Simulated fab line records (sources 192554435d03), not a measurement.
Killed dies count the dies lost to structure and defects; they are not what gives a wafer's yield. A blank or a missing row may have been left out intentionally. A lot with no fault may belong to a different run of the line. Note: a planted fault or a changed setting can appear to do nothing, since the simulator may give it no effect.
Matching of chambers ; flow n5Finfet ; N5_GATE_CUT_STRIP_42 on rieDiel-05: 4 sister chambers
The step strips in O2. 8 wafers are shown with their chamber, then 9 later ones without.

WAFERS WITH THEIR CHAMBER
wafer;chamber;throttleValvePct (%);oesProductAu (a.u.)
L077.5;1;16.38;0.91
L086.5;2;16.90;0.82
L087.1;2;16.88;0.82
L087.2;1;16.42;0.88
L087.3;0;16.96;0.69
L087.4;3;16.42;0.77
L087.5;3;16.42;0.77
L087.6;0;16.93;0.69

WAFERS WHOSE CHAMBER IS MISSING
wafer;throttleValvePct (%);oesProductAu (a.u.)
L093.1;16.92;0.81
L093.3;16.95;0.69
L093.6;16.43;0.86
L096.1;16.44;0.85
L096.2;16.98;0.68
L096.3;16.92;0.80
L096.4;16.45;0.76
L096.5;16.44;0.75
L096.6;16.93;0.80

WHICH CHAMBER EACH ONE RAN IN
wafer;from the rows above;in truth
L093.1;2;2
L093.3;0;0
L093.6;1;1
L096.1;1;1
L096.2;0;0
L096.3;2;2
L096.4;3;3
L096.5;3;3
L096.6;2;2
Correctly placed: 9 of 9. Number that these rows cannot place: 0. Wrongly placed: 0.
How it was worked out, from the rows above alone: a wafer's distance from a chamber is the root of the sum, over the readings, of the square of ((its reading less the chamber's mean) divided by the reading's scatter). If the next closest chamber is less than 2 further off than the closest, the wafer can't be placed; otherwise it belongs to the closest. A chamber's mean is the mean of its shown wafers. How the scatter is found: for the shown wafers, subtract from each reading the mean of its chamber, square and add these, divide the total by (wafers less chambers), then take the root.
